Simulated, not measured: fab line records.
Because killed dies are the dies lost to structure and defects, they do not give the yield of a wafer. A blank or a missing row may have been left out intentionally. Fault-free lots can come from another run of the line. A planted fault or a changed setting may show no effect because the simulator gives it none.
fab line records    flow nand-harc
[record] lots = 6  wafers = 17  last-day = 31
route steps=1302 shown A_WL_FILL@965 END@1302
lots with no fault: from the same line, run without faults
start-h: start of the lot's first displayed wafer, in hours after the record's first day    wait-h: hours elapsed since this lot's preceding step    " repeats the value in the row above    L1.1+2: a single row standing in for several wafers    - no value, or no start was given    * or withheld: withheld    < > ~ a bound
route shown NAME@n: NAME is a module with steps in the file, n the number in the route of the first one    usual: mean and standard deviation over wafers with no fault    same: alike in all rows    chamber/n: place in a boat    sites: readings site by site    _std_site: how widely they spread, as a standard deviation    _edge_site: mean of outer sites minus mean of inner sites    radius-mm: for every site, how far away it sits from the centre of the wafer    mask NAME#n: copy n    behind: the last tool/chamber to shape the wafer    hold: the reason the lot was held/the length of the hold in hours/how it ended    device: transistor that didn't switch, given as n, p or np    end of line: at the end of the route, the tests of the same wafers    step lacking rows: just its recipe    killed: not the wafer's yield, but the dies lost to structure and defects at the first sort    map: per-die view of a wafer (x killed, . not killed, _ where there is no die)
set.NAME: the setting the step ran with; set.NAME@STEP: the setting that earlier step ran with    model.NAME: the simulator's own value behind a step, which no gauge read
a table for each step, a row for each wafer; lots at some steps of the route
services: from which hour (start-h, from the record's first day; less than 0 if before it) a tool's chamber was out of use, for how many hours, and why
[[steps]]
[step NHARC_A_WL_FILL_ALD_10]
[recipe] target-thk-a = 500  pulse-time-s = 10  ald-cycles = 500  temp-c = 300  material = SiO2
[usual] heater-power-w = 463/42  precursor-pulse-height-rel = 0.999/0.02
lot.wafer  tool       chamber  start-h  wait-h  heater-power-w  precursor-pulse-height-rel
L755.2     ald-hk-04  0        490.55   0.6     465             1.027
L755.4     "          2        491.58   1.6     400             0.967
L755.6     "          3        "        "       479             0.999
L761.4     ald-hk-01  3        558.33   0.6     508             0.964
L761.1     "          0        "        "       440             0.986
L761.6     "          3        560.39   2.6     512             1.005
L763.1     ald-hk-01  3        570.03   4.4     499             0.979
L763.6     "          0        "        "       429             0.998
L766.2     ald-hk-01  3        620.00   0.1     518             1.017
L766.4     "          2        621.52   1.6     546             1.014
L766.5     "          0        622.54   2.6     431             1.012
L767.1     ald-hk-01  0        633.59   0.1     421             1.016
L767.3     "          2        634.63   1.1     539             0.989
L767.2     "          3        "        "       513             0.998
L772.3     ald-hk-04  1        663.98   0.1     466             1.005
L772.4     "          2        "        "       399             1.007
L772.5     "          1        666.07   2.1     478             1.035
[step NHARC_A_WL_FILL_ETCHBACK_16]
[recipe] target-depth-a = 1200  time-s = 24  c4f8-flow-sccm = withheld  o2-flow-sccm = 8  ar-flow-sccm = withheld  rf-w = 600  bias-w = 800  chemistry = C4F8/O2/Ar
[usual] oes-product-au = 0.98/0.033  rf-vpp-V = 723/4
lot.wafer  tool         chamber  start-h  wait-h  oes-product-au  rf-hours-counter-h  rf-vpp-V
L755.4     rie-diel-12  0        -        -       1.00            1.2                 725
L755.2     "            1        "        "       1.01            1.4                 718
L755.6     "            0        "        "       0.99            -                   725
L761.4     rie-diel-13  2        -        -       1.00            0.7                 717
L761.1     "            3        "        "       0.98            0.7                 725
L761.6     "            3        "        "       0.98            -                   725
L763.1     rie-diel-12  3        -        -       1.02            3.7                 720
L763.6     "            1        "        "       1.00            -                   716
L766.2     rie-diel-13  3        -        -       0.97            1.9                 725
L766.4     "            0        "        "       1.00            1.7                 725
L766.5     "            0        "        "       1.01            -                   724
L767.2     rie-diel-12  2        -        -       1.02            0.1                 720
L767.1     "            3        "        "       0.97            0.1                 722
L767.3     "            0        "        "       1.02            0.0                 725
L772.3     rie-diel-12  0        -        -       1.01            1.6                 725
L772.4     "            1        "        "       1.02            1.6                 716
L772.5     "            1        "        "       1.03            -                   718
[step NHARC_A_WL_FILL_STRIP_29]
[recipe] time-s = 20  o2-flow-sccm = 500  ar-flow-sccm = 0  bias-w = 0  chemistry = O2
[usual] drypump-motor-current-A = 5.6/0.36  oes-product-au = 1.001/0.016  rf-vpp-V = 57.7/0.9  showerhead-plenum-p-Torr = 3.53/0.13  throttle-valve-pct = 17.037/0.0095
lot.wafer  tool         chamber  start-h  wait-h  drypump-motor-current-A  oes-product-au  rf-hours-counter-h  rf-vpp-V  showerhead-plenum-p-Torr  throttle-valve-pct
L755.4     rie-diel-12  2        494.76   0.1     5.6                      1.023           1.2                 56.1      3.42                      17.023
L755.2     "            0        "        "       5.8                      0.998           1.3                 57.2      3.59                      17.049
L755.6     "            1        "        "       5.7                      1.003           -                   57.5      3.31                      17.036
L761.1     rie-diel-13  0        562.57   0.1     4.9                      1.009           0.6                 58.0      3.54                      17.031
L761.4     "            3        "        "       6.1                      0.985           0.7                 58.3      3.59                      17.046
L761.6     "            0        "        "       4.9                      1.007           -                   57.6      3.54                      17.044
L763.1     rie-diel-12  0        573.26   0.1     5.8                      1.018           3.8                 59.2      3.59                      17.028
L763.6     "            0        "        "       5.8                      1.013           -                   56.9      3.59                      17.027
L766.2     rie-diel-13  2        624.70   0.1     5.9                      1.005           1.8                 57.0      3.32                      17.030
L766.4     "            3        "        "       6.1                      0.978           1.9                 58.9      3.59                      17.059
L766.5     "            1        "        "       4.9                      0.982           -                   57.2      3.73                      17.028
L767.3     rie-diel-12  0        638.36   0.1     5.8                      1.006           0.0                 58.6      3.59                      17.031
L767.1     "            1        "        "       5.7                      1.020           0.0                 57.4      3.31                      17.039
L767.2     "            2        "        "       5.5                      1.000           0.1                 58.6      3.42                      17.028
L772.4     rie-diel-12  0        668.78   0.1     5.7                      1.014           1.7                 57.8      3.59                      17.042
L772.3     "            1        "        "       5.7                      1.025           1.6                 55.7      3.31                      17.041
L772.5     "            0        "        "       5.8                      1.015           -                   56.7      3.59                      17.042
[step NHARC_A_WL_FILL_ETCHBACK_17]
[recipe] target-depth-a = 40  time-s = 26.7  chemistry = Cl2/BCl3
[step NHARC_A_WL_FILL_PRECLEAN_18]
[recipe] time-s = 30  chemistry = dHF
[step NHARC_A_WL_FILL_SRD_21]
[step NHARC_A_WL_FILL_CVD_23]
[recipe] target-thk-a = 400  temp-c = 620  pressure-mtorr = 200  time-s = 800  material = poly-Si
[step NHARC_A_WL_FILL_ETCHBACK_26]
[recipe] target-depth-a = 520  time-s = 13.3  hbr-flow-sccm = 150  rf-w = 350  icp-w = 350  bias-w = 60  chemistry = HBr
[usual] drypump-motor-current-A = 5.5/0.47  oes-product-au = 1.003/0.01  throttle-valve-pct = 23.266/0.0087
lot.wafer  tool       chamber  start-h  wait-h  drypump-motor-current-A  oes-product-au  rf-hours-counter-h  throttle-valve-pct
L755.2     rie-si-06  0        500.00   0.4     5.1                      0.991           0.5                 23.274
L755.4     "          2        "        "       6.5                      0.995           0.5                 23.280
L755.6     "          3        "        "       5.0                      1.001           -                   23.254
L761.4     rie-si-02  2        567.88   0.4     5.5                      1.004           0.6                 23.274
L761.1     "          3        "        "       5.2                      1.004           0.5                 23.288
L761.6     "          1        "        "       6.0                      1.012           -                   23.272
L763.1     rie-si-02  1        579.24   0.4     6.0                      1.027           0.8                 23.254
L763.6     "          0        "        "       5.1                      1.024           -                   23.253
L766.2     rie-si-06  2        629.97   0.4     6.5                      0.997           0.0                 23.268
L766.4     "          0        "        "       5.1                      0.991           -                   23.263
L766.5     "          2        "        "       6.5                      0.994           -                   23.262
L767.1     rie-si-02  0        643.56   0.4     5.1                      1.012           0                   23.273
L767.3     "          1        "        "       6.0                      1.012           0                   23.257
L767.2     "          2        "        "       5.5                      0.998           0                   23.266
L772.3     rie-si-06  3        674.12   0.4     5.0                      1.025           0.5                 23.263
L772.4     "          3        "        "       5.0                      1.008           -                   23.260
L772.5     "          0        "        "       5.1                      1.000           -                   23.267
[step NHARC_A_WL_FILL_PRECLEAN_30]
[recipe] time-s = 10  chemistry = dHF
[step NHARC_A_WL_FILL_SRD_14]
[step NHARC_A_WL_FILL_ALD_19]
[recipe] target-thk-a = 20  pulse-time-s = 3  ald-cycles = 100  temp-c = 450  material = TiN
[usual] heater-power-w = 1076/120  precursor-pulse-height-rel = 1.001/0.019
lot.wafer  tool          chamber  start-h  wait-h  heater-power-w  precursor-pulse-height-rel
L755.4     ald-metal-03  3        500.26   0.1     1244            1.038
L755.2     "             0        "        "       1170            1.008
L755.6     "             0        "        "       1181            0.979
L761.1     ald-metal-02  0        568.14   0.1     1280            1.030
L761.4     "             1        "        "       1078            0.989
L761.6     "             0        "        "       1229            0.998
L763.1     ald-metal-02  0        579.51   0.1     1253            0.996
L763.6     "             3        "        "       1082            1.037
L766.4     ald-metal-02  1        630.25   0.1     1060            0.976
L766.2     "             2        "        "       889             0.994
L766.5     "             1        "        "       1087            1.009
L767.1     ald-metal-04  1        643.84   0.1     928             1.006
L767.2     "             2        "        "       1170            1.032
L767.3     "             3        "        "       905             1.032
L772.3     ald-metal-03  0        674.39   0.1     1181            1.030
L772.4     "             2        "        "       961             0.985
L772.5     "             0        "        "       1183            1.001
[step NHARC_A_WL_FILL_CVD_20]
[recipe] target-thk-a = 1000  temp-c = 400  pressure-torr = 40  wf6-flow-sccm = 40  h2-flow-sccm = 1600  ar-flow-sccm = 1560  time-s = 74  material = W
[usual] heater-power-w = 889/68  throttle-valve-pct = 7.8/0.52
lot.wafer  tool      chamber  start-h  wait-h  heater-power-w  throttle-valve-pct
L755.2     cvd-w-01  0        500.48   -       855             7.9
L755.4     "         1        "        "       885             8.5
L755.6     "         1        "        "       880             8.5
L761.1     cvd-w-02  1        568.34   -       994             6.7
L761.4     "         0        "        "       859             8.0
L761.6     "         1        "        "       978             7.1
L763.1     cvd-w-02  0        579.71   -       856             7.9
L763.6     "         1        "        "       968             7.0
L766.2     cvd-w-01  1        630.46   -       816             8.6
L766.4     "         1        "        "       843             8.5
L766.5     "         0        "        "       882             8.0
L767.1     cvd-w-01  0        644.02   -       874             7.9
L767.2     "         1        "        "       872             8.6
L767.3     "         1        "        "       814             8.6
L772.3     cvd-w-02  1        674.64   -       970             7.3
L772.4     "         0        "        "       803             7.3
L772.5     "         1        "        "       994             7.3
[step NHARC_A_WL_FILL_CMP_12]
[recipe] t-overpolish-s = 30  target-thk-nm = 100
[usual] motor-current-A = 11.5/1.2  overpolish-run-s = 30.001/0.0094  time-to-endpoint-s = 19.8/2.6
lot.wafer  tool    chamber  start-h  wait-h  motor-current-A  overpolish-run-s  time-to-endpoint-s
L755.4     cmp-01  2        500.64   0.1     9.8              29.999            22.3
L755.2     "       0        "        "       10.9             29.996            18.3
L755.6     "       3        "        "       11.2             29.997            19.1
L761.4     cmp-02  0        568.52   0.1     9.8              29.995            23.4
L761.1     "       1        "        "       10.7             30.003            10.5
L761.6     "       1        "        "       10.4             30.006            19.0
L763.1     cmp-02  2        579.92   0.2     13.2             29.999            6.5
L763.6     "       0        "        "       9.4              29.995            22.3
L766.2     cmp-01  0        630.61   0.1     11.5             30.004            15.8
L766.4     "       2        "        "       9.6              29.986            23.2
L766.5     "       1        "        "       10.8             30.022            21.8
L767.2     cmp-03  3        644.21   0.1     13.5             30.009            18.0
L767.3     "       1        "        "       12.4             30.001            18.8
L767.1     "       2        "        "       10.9             30.005            20.8
L772.3     cmp-01  3        674.77   0.1     11.4             30.004            16.3
L772.4     "       2        "        "       9.4              30.013            18.8
L772.5     "       0        "        "       12.0             30.001            15.6
[step NHARC_END_SORT_01]
[recipe] temp-c = 25
[usual] killed-at-array = 56/17  killed-at-other = 0.9/1.2  killed-at-periphery = 3.9/2.5  killed-dies = 61/17  killed-open = 3.2/1.8  killed-short = 2.7/1.7
[same] gross-dies = 677
lot.wafer  tool       chamber  start-h  wait-h  killed-at-array  killed-at-other  killed-at-periphery  killed-dies  killed-open  killed-short
L767.1     prober-01  0        739.19   2.5     83               0                3                    86           2            2
L767.2     prober-01  0        739.99   2.8     69               2                3                    74           3            6
L767.3     prober-01  0        740.80   3.1     57               1                5                    63           2            4
// killed by level:class
L767.1 A_SLIT:chamber-film-flake=35 A_CHANNEL_HOLE_D1:chamber-film-flake=31 A_CONTACT:chamber-film-flake=5 P_GATE:chamber-film-flake=3 A_STAIRCASE:chamber-film-flake=3 A_CHANNEL_FILL_D1:geometric-particle:open=2 A_ZERO_WELL:chamber-film-flake=2 A_CHANNEL_FILL_D1:geometric-particle:short=1
L767.2 A_CHANNEL_HOLE_D1:chamber-film-flake=32 A_SLIT:chamber-film-flake=17 A_CONTACT:chamber-film-flake=7 A_WL_FILL:chamber-film-flake=5 P_M0:geometric-particle:open=2 A_WL_FILL:geometric-particle:short=2 THIN_TSV:chamber-film-flake=2 P_CONTACT:geometric-particle:short=1
L767.3 A_CHANNEL_HOLE_D1:chamber-film-flake=28 A_SLIT:chamber-film-flake=18 A_WL_FILL:chamber-film-flake=3 P_M0:geometric-particle:short=2 P_GATE:chamber-film-flake=2 A_CONTACT:chamber-film-flake=2 A_M0:chamber-film-flake=2 P_M2:geometric-particle:open=1
[[services]]
tool          chamber  start-h  hours  kind
ald-hk-01     -        476.10   10.0   pm
cmp-01        -        480.29   4.0    pm
cvd-w-01      -        486.14   4.2    repair
ald-metal-02  -        497.71   1.3    repair
rie-diel-13   -        519.00   9.0    pm
cvd-w-01      1        545.08   23.6   repair
cmp-01        -        548.10   4.5    repair
cvd-w-01      -        548.41   13.0   pm
rie-diel-12   0        553.32   9.2    repair
cmp-01        -        557.33   1.6    repair
rie-diel-12   2        572.40   10.1   repair
cmp-01        -        578.29   4.0    pm
rie-diel-12   -        601.09   12.4   repair
ald-hk-01     -        602.69   1.0    repair
rie-si-06     -        603.00   9.0    pm
rie-diel-13   0        617.02   3.6    repair
cmp-01        -        618.08   0.9    repair
rie-si-06     2        620.60   3.7    repair
rie-diel-12   -        622.40   9.0    pm
rie-si-06     1        629.77   67.5   repair
cmp-01        -        637.50   0.6    repair
rie-diel-13   3        641.70   7.4    repair
ald-hk-01     -        657.58   10.0   pm
rie-diel-13   3        661.70   5.9    repair
[[key]]
[first-sign] step = NHARC_A_WL_FILL_CMP_12  reading = time-to-endpoint-s  direction = down  sigmas = 4.3  usual = *  struck = *
effect none on later readings
met-at NHARC_A_WL_FILL_CVD_20
struck-wafers L761.1,L763.1
tester-left-out L761,L763
[fault] kind = process-parameter-drift  tool = cvd-w-02  chamber = -  onset-h = 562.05  steps = NHARC_A_WL_FILL_CVD_20  channel = target-thk-a  offset = *  shape = step  end-h = 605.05  scope = struck-wafers-only  acts-in = *  stated = *
// tester-left-out: of these lots the tester's yield and bins aren't shown, on N5 and GAA mostly nor the transistor test; their killed dies are dies lost to structure and defects alone, not to doping, threshold or leakage, so they don't give the yield
